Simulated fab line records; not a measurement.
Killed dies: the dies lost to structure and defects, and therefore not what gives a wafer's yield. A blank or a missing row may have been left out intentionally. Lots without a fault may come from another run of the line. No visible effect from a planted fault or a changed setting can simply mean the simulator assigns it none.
Matching of chambers -- flow n5-finfet -- cvd-co-01 running N5_BEOL_M3_CO_CAP_55: 3 sister chambers
The step material Co, precursor CCTBA/H2, target thk 2 nm, time 102.1 s. 3 wafers are shown with their chamber, then 12 later ones without.

== WAFERS PAIRED WITH THEIR CHAMBERS ==
wafer,chamber,heater-power-w (W)
L092.1,0,222
L093.2,1,279
L093.4,2,219

== WAFERS MISSING THEIR CHAMBER ==
wafer,heater-power-w (W)
L094.2,266
L094.4,220
L094.6,270
L095.1,218
L095.4,221
L095.6,273
L096.2,228
L096.4,225
L096.6,223
L097.3,274
L097.4,220
L097.5,221

== EACH ONE'S CHAMBER ==
wafer,from the rows above,in truth
L094.2,1,1
L094.4,can't be placed: 2 or 0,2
L094.6,1,1
L095.1,can't be placed: 2 or 0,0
L095.4,can't be placed: 0 or 2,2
L095.6,1,1
L096.2,can't be placed: 0 or 2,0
L096.4,can't be placed: 0 or 2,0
L096.6,can't be placed: 0 or 2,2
L097.3,1,1
L097.4,can't be placed: 2 or 0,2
L097.5,can't be placed: 0 or 2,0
4 of 12 placed correctly. Cannot be placed on the basis of these rows: 8; the candidates contain the true chamber in 8. Placed wrongly: 0.
How it was worked out, from the rows above alone: a wafer's distance from a chamber is the root of the sum, over the readings, of the square of ((its reading less the chamber's mean) divided by the reading's scatter). The wafer belongs to the nearest chamber; if the next one is less than 2 further off, it can't be placed. The mean given for a chamber averages the wafers shown for that chamber. The scatter (one wafer shown for each chamber): square how far every hidden wafer sits from the nearest shown wafer, average those squares and take the square root.
